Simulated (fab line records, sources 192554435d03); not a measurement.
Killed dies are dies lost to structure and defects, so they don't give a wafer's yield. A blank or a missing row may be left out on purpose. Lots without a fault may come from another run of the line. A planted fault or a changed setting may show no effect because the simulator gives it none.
Which tool did it? | flow n5_finfet | 24 lots, 72 wafers sampled, at 6 steps of a route of 1938

WHAT THE GAUGES READ, wafer by wafer
N5_BEOL_M6_OVL_MEAS_12.
lot  | measured     | on         | M6_OVL (nm)
L074 | day 8 09:28  | overlay-02 | -0.2 0.8 0.6
L076 | day 8 21:47  | overlay-02 | 0.7 1.0 0.9
L075 | day 9 16:01  | overlay-01 | 0.1 -0.1 -0.4
L077 | day 9 08:38  | overlay-02 | 1.4 -0.9 0.3
L079 | day 9 11:33  | overlay-01 | 0.0 -0.7 -1.1
L078 | day 9 12:52  | overlay-02 | 1.5 1.1 1.2
L080 | day 10 08:19 | overlay-02 | -0.2 0.3 0.3
L081 | day 10 14:04 | overlay-01 | 0.2 -0.7 -0.7
L082 | day 11 05:20 | overlay-01 | 1.5 1.5 -0.4
L083 | day 11 14:44 | overlay-02 | 1.0 1.0 0.7
L084 | day 11 16:22 | overlay-02 | -1.3 -0.3 -0.8
L086 | day 11 20:47 | overlay-02 | -0.3 -0.4 -0.7
L085 | day 11 21:28 | overlay-01 | -0.2 -1.0 0.0
L088 | day 12 06:59 | overlay-01 | 0.8 0.5 0.1
L087 | day 12 07:09 | overlay-02 | -0.4 0.7 1.0
L089 | day 12 20:44 | overlay-01 | -0.5 0.0 -0.4
L091 | day 13 01:36 | overlay-01 | 1.0 0.8 1.0
L090 | day 13 03:44 | overlay-01 | 0.0 0.1 0.1
L092 | day 13 09:56 | overlay-01 | -0.8 0.4 -0.9
L093 | day 13 19:05 | overlay-01 | -1.3 -0.1 -0.6
L094 | day 13 20:02 | overlay-02 | -1.3 -0.7 -1.4
L095 | day 14 10:37 | overlay-01 | -0.7 -1.0 0.0
L096 | day 14 11:23 | overlay-02 | 0.1 -0.2 0.3
L097 | day 14 22:16 | overlay-01 | -1.0 -1.6 -0.5

N5_BEOL_M6_CD_MEAS_28: target cd 40 nm.
lot  | measured     | on        | cd_nm (nm)
L074 | day 8 13:08  | cd_sem-02 | 39.71 39.70 39.90
L076 | day 9 01:41  | cd_sem-02 | 39.52 40.25 39.77
L075 | day 9 17:14  | cd_sem-03 | 39.90 39.50 40.05
L077 | day 9 09:55  | cd_sem-01 | 40.19 39.85 40.31
L079 | day 9 12:29  | cd_sem-02 | 39.95 39.51 40.14
L078 | day 9 14:47  | cd_sem-01 | 40.04 40.22 39.95
L080 | day 10 09:19 | cd_sem-02 | 40.07 39.79 39.69
L081 | day 10 15:17 | cd_sem-02 | 39.84 40.21 39.75
L082 | day 11 07:49 | cd_sem-02 | 39.83 40.12 40.25
L083 | day 11 18:16 | cd_sem-01 | 40.14 39.69 39.57
L084 | day 11 18:26 | cd_sem-02 | 39.97 39.94 39.66
L086 | day 11 21:44 | cd_sem-02 | 40.00 39.85 39.83
L085 | day 11 22:31 | cd_sem-01 | 39.75 39.80 39.71
L088 | day 12 09:12 | cd_sem-01 | 39.72 40.28 40.11
L087 | day 12 09:09 | cd_sem-02 | 39.40 40.00 40.05
L089 | day 12 22:03 | cd_sem-01 | 40.12 40.12 39.57
L091 | day 13 02:54 | cd_sem-01 | 40.24 39.99 40.23
L090 | day 13 04:43 | cd_sem-03 | 39.84 39.84 39.97
L092 | day 13 14:35 | cd_sem-03 | 40.01 39.80 40.07
L093 | day 13 20:59 | cd_sem-03 | 40.14 39.88 39.82
L094 | day 13 21:02 | cd_sem-01 | 40.20 40.08 40.47
L095 | day 14 12:04 | cd_sem-01 | 39.87 39.66 39.56
L096 | day 14 12:32 | cd_sem-01 | 40.02 39.70 40.09
L097 | day 15 01:14 | cd_sem-01 | 39.86 40.08 39.92

WHICH TOOL RAN EACH LOT (tool, then ch and the chambers of the sampled wafers, then the start)
lot  | N5_BEOL_M5_CURE_80            | N5_BEOL_M5_SPUTTER_88        | N5_BEOL_M5_ANNEAL_89         | N5_BEOL_M5_ANNEAL_51
L074 | uv_cure-02 ch 2, day 8 00:08  | pvd_sputter-03, day 8 04:47  | pvd_sputter-03, day 8 04:52  | rtp_anneal-02 ch 0, day 8 06:10
L076 | uv_cure-01 ch 0, day 8 14:04  | pvd_sputter-03, day 8 18:13  | pvd_sputter-03, day 8 18:17  | rtp_anneal-01 ch 0, day 8 19:38
L075 | uv_cure-02 ch 0, day 8 14:20  | pvd_sputter-01, day 9 11:12  | pvd_sputter-01, day 9 11:17  | rtp_anneal-02 ch 0, day 9 12:37
L077 | uv_cure-01 ch 2, day 8 21:39  | pvd_sputter-02, day 9 01:46  | pvd_sputter-02, day 9 01:50  | rtp_anneal-02 ch 0, day 9 03:06
L079 | uv_cure-03 ch 0, day 9 02:52  | pvd_sputter-02, day 9 06:59  | pvd_sputter-02, day 9 07:04  | rtp_anneal-02 ch 0, day 9 08:25
L078 | uv_cure-03 ch 1, day 9 03:04  | pvd_sputter-03, day 9 08:20  | pvd_sputter-03, day 9 08:26  | rtp_anneal-02 ch 0, day 9 09:49
L080 | uv_cure-02 ch 1, day 9 22:13  | pvd_sputter-02, day 10 03:20 | pvd_sputter-02, day 10 03:25 | rtp_anneal-01 ch 0, day 10 04:40
L081 | uv_cure-02 ch 0, day 10 05:15 | pvd_sputter-01, day 10 10:24 | pvd_sputter-01, day 10 10:29 | rtp_anneal-01 ch 0, day 10 11:44
L082 | uv_cure-03 ch 0, day 10 18:16 | pvd_sputter-03, day 10 23:41 | pvd_sputter-03, day 10 23:46 | rtp_anneal-01 ch 0, day 11 01:01
L083 | uv_cure-01 ch 0, day 11 02:22 | pvd_sputter-03, day 11 06:43 | pvd_sputter-03, day 11 06:48 | rtp_anneal-02 ch 0, day 11 10:20
L084 | uv_cure-01 ch 0, day 11 05:49 | pvd_sputter-01, day 11 12:25 | pvd_sputter-01, day 11 12:29 | rtp_anneal-01 ch 0, day 11 13:42
L086 | uv_cure-01 ch 2, day 11 11:08 | pvd_sputter-01, day 11 16:50 | pvd_sputter-01, day 11 16:55 | rtp_anneal-01 ch 0, day 11 18:10
L085 | uv_cure-02 ch 1, day 11 11:22 | pvd_sputter-02, day 11 17:14 | pvd_sputter-02, day 11 17:19 | rtp_anneal-02 ch 0, day 11 18:37
L088 | uv_cure-03 ch 0, day 11 20:59 | pvd_sputter-01, day 12 02:02 | pvd_sputter-01, day 12 02:07 | rtp_anneal-01 ch 0, day 12 03:19
L087 | uv_cure-02 ch 0, day 11 21:22 | pvd_sputter-02, day 12 02:11 | pvd_sputter-02, day 12 02:16 | rtp_anneal-02 ch 0, day 12 03:34
L089 | uv_cure-02 ch 2, day 12 12:06 | pvd_sputter-01, day 12 16:31 | pvd_sputter-01, day 12 16:36 | rtp_anneal-01 ch 0, day 12 17:55
L091 | uv_cure-02 ch 0, day 12 15:02 | pvd_sputter-03, day 12 21:11 | pvd_sputter-03, day 12 21:16 | rtp_anneal-01 ch 0, day 12 22:29
L090 | uv_cure-03 ch 0, day 12 17:57 | pvd_sputter-02, day 12 22:19 | pvd_sputter-02, day 12 22:24 | rtp_anneal-01 ch 0, day 12 23:39
L092 | uv_cure-03 ch 1, day 13 00:06 | pvd_sputter-01, day 13 05:13 | pvd_sputter-01, day 13 05:17 | rtp_anneal-02 ch 0, day 13 06:30
L093 | uv_cure-03 ch 0, day 13 09:53 | pvd_sputter-02, day 13 14:11 | pvd_sputter-02, day 13 14:16 | rtp_anneal-01 ch 0, day 13 15:29
L094 | uv_cure-01 ch 1, day 13 10:27 | pvd_sputter-01, day 13 16:03 | pvd_sputter-01, day 13 16:08 | rtp_anneal-01 ch 0, day 13 17:23
L095 | uv_cure-03 ch 0, day 14 00:37 | pvd_sputter-01, day 14 06:16 | pvd_sputter-01, day 14 06:20 | rtp_anneal-01 ch 0, day 14 07:37
L096 | uv_cure-02 ch 0, day 14 03:19 | pvd_sputter-02, day 14 07:58 | pvd_sputter-02, day 14 08:03 | rtp_anneal-01 ch 0, day 14 09:16
L097 | uv_cure-01 ch 2, day 14 10:19 | pvd_sputter-03, day 14 16:22 | pvd_sputter-03, day 14 16:26 | rtp_anneal-02 ch 0, day 14 17:41
- N5_BEOL_M5_CURE_80: cures SiCOH lowk, time 120 s.
- N5_BEOL_M5_SPUTTER_88: material Cu, target thk 15 nm, time 27.62 s.
- N5_BEOL_M5_ANNEAL_89: time 1800 s.
- N5_BEOL_M5_ANNEAL_51: time 90 s.

WHAT THE TOOLS THEMSELVES READ (means of the sampled wafers that have a number; where no wafer has one, the mark that the record gives instead)
N5_BEOL_M5_CURE_80.
lot  | tool       | lamp_power_pct (%) | wafer_temp_C_max
L074 | uv_cure-02 | 52.34              | 371.7
L076 | uv_cure-01 | 52.31              | 372.2
L075 | uv_cure-02 | 52.24              | 371.6
L077 | uv_cure-01 | 52.31              | 372.2
L079 | uv_cure-03 | 52.26              | 371.7
L078 | uv_cure-03 | 52.29              | 371.1
L080 | uv_cure-02 | 52.29              | 372.0
L081 | uv_cure-02 | 52.31              | 371.6
L082 | uv_cure-03 | 52.28              | 371.6
L083 | uv_cure-01 | 52.34              | 372.2
L084 | uv_cure-01 | 52.32              | 372.0
L086 | uv_cure-01 | 52.35              | 372.4
L085 | uv_cure-02 | 52.29              | 371.9
L088 | uv_cure-03 | 52.37              | 371.8
L087 | uv_cure-02 | 52.28              | 371.7
L089 | uv_cure-02 | 52.34              | 371.4
L091 | uv_cure-02 | 52.28              | 371.9
L090 | uv_cure-03 | 52.31              | 371.5
L092 | uv_cure-03 | 52.31              | 371.4
L093 | uv_cure-03 | 52.34              | 371.9
L094 | uv_cure-01 | 52.32              | 372.2
L095 | uv_cure-03 | 52.23              | 371.3
L096 | uv_cure-02 | 52.23              | 371.3
L097 | uv_cure-01 | 52.33              | 372.5

N5_BEOL_M5_SPUTTER_88.
lot  | tool           | chamber_pressure_pa (Pa) | throttle_valve_pct (%)
L074 | pvd_sputter-03 | 0.06997                  | 29.4
L076 | pvd_sputter-03 | 0.07017                  | 29.5
L075 | pvd_sputter-01 | 0.06998                  | 28.9
L077 | pvd_sputter-02 | 0.07015                  | 30.8
L079 | pvd_sputter-02 | 0.07004                  | 30.0
L078 | pvd_sputter-03 | 0.06983                  | 29.7
L080 | pvd_sputter-02 | 0.06982                  | 30.6
L081 | pvd_sputter-01 | 0.07001                  | 29.8
L082 | pvd_sputter-03 | 0.06998                  | 29.3
L083 | pvd_sputter-03 | 0.06991                  | 29.3
L084 | pvd_sputter-01 | 0.06990                  | 29.8
L086 | pvd_sputter-01 | 0.06984                  | 30.3
L085 | pvd_sputter-02 | 0.06997                  | 30.6
L088 | pvd_sputter-01 | 0.07000                  | 29.8
L087 | pvd_sputter-02 | 0.06996                  | 30.5
L089 | pvd_sputter-01 | 0.06991                  | 30.2
L091 | pvd_sputter-03 | 0.07000                  | 28.9
L090 | pvd_sputter-02 | 0.07003                  | 30.9
L092 | pvd_sputter-01 | 0.07013                  | 29.7
L093 | pvd_sputter-02 | 0.06997                  | 30.4
L094 | pvd_sputter-01 | 0.07000                  | 29.8
L095 | pvd_sputter-01 | 0.07005                  | 29.0
L096 | pvd_sputter-02 | 0.06995                  | 30.4
L097 | pvd_sputter-03 | 0.07008                  | 29.9

N5_BEOL_M5_ANNEAL_89.
lot  | tool           | heater_power_w (W)
L074 | pvd_sputter-03 | 783
L076 | pvd_sputter-03 | 880
L075 | pvd_sputter-01 | 865
L077 | pvd_sputter-02 | 937
L079 | pvd_sputter-02 | 992
L078 | pvd_sputter-03 | 778
L080 | pvd_sputter-02 | 908
L081 | pvd_sputter-01 | 779
L082 | pvd_sputter-03 | 881
L083 | pvd_sputter-03 | 820
L084 | pvd_sputter-01 | 683
L086 | pvd_sputter-01 | 694
L085 | pvd_sputter-02 | 995
L088 | pvd_sputter-01 | 823
L087 | pvd_sputter-02 | 922
L089 | pvd_sputter-01 | 783
L091 | pvd_sputter-03 | 851
L090 | pvd_sputter-02 | 917
L092 | pvd_sputter-01 | 773
L093 | pvd_sputter-02 | 995
L094 | pvd_sputter-01 | 779
L095 | pvd_sputter-01 | 771
L096 | pvd_sputter-02 | 1002
L097 | pvd_sputter-03 | 829

N5_BEOL_M5_ANNEAL_51.
lot  | tool          | anneal_temp_c_max | wafer_temp_C_max
L074 | rtp_anneal-02 | 226.7             | 226.5
L076 | rtp_anneal-01 | 226.5             | 225.8
L075 | rtp_anneal-02 | 226.7             | 226.5
L077 | rtp_anneal-02 | 226.5             | 226.3
L079 | rtp_anneal-02 | 226.6             | 226.5
L078 | rtp_anneal-02 | 226.6             | 226.3
L080 | rtp_anneal-01 | 226.6             | 225.7
L081 | rtp_anneal-01 | 226.2             | 225.3
L082 | rtp_anneal-01 | 226.4             | 225.5
L083 | rtp_anneal-02 | 226.9             | 226.7
L084 | rtp_anneal-01 | 226.4             | 225.6
L086 | rtp_anneal-01 | 226.3             | 225.6
L085 | rtp_anneal-02 | 226.5             | 226.7
L088 | rtp_anneal-01 | 226.5             | 225.7
L087 | rtp_anneal-02 | 226.5             | 226.6
L089 | rtp_anneal-01 | 226.3             | 225.5
L091 | rtp_anneal-01 | 226.8             | 225.8
L090 | rtp_anneal-01 | 226.4             | 225.6
L092 | rtp_anneal-02 | 226.9             | 226.5
L093 | rtp_anneal-01 | 226.5             | 225.7
L094 | rtp_anneal-01 | 226.3             | 225.6
L095 | rtp_anneal-01 | 226.6             | 225.9
L096 | rtp_anneal-01 | 226.4             | 225.4
L097 | rtp_anneal-02 | 227.0             | 226.6

THE ANSWER, worked out from the rows above alone
Rule: what is usual is taken from the lots themselves. Put in order of their means at a reading, lots are off if they are a third of the lots or fewer, leave a main group of 4 or more, and stand apart from it by a gap of 3 or more times the standard deviation of the main group's means; of several such gaps the widest counts. A main group whose means are all the same, to the digits that the tables above print for the reading, isn't used. A lot without any number at a reading at which 4 lots or more have one is off too. The other lots that the step has rows for count as sound. The gauges are gone through in route order, then the tools' own readings, and for those a lot's mean is taken as printed above. The first step at which some lot is off is used, and at that step the reading that is off furthest; a lot without a number counts as furthest.
No lot is off at any reading shown: from this, nothing can be told.

WHAT THE SIMULATOR HAD PUT IN
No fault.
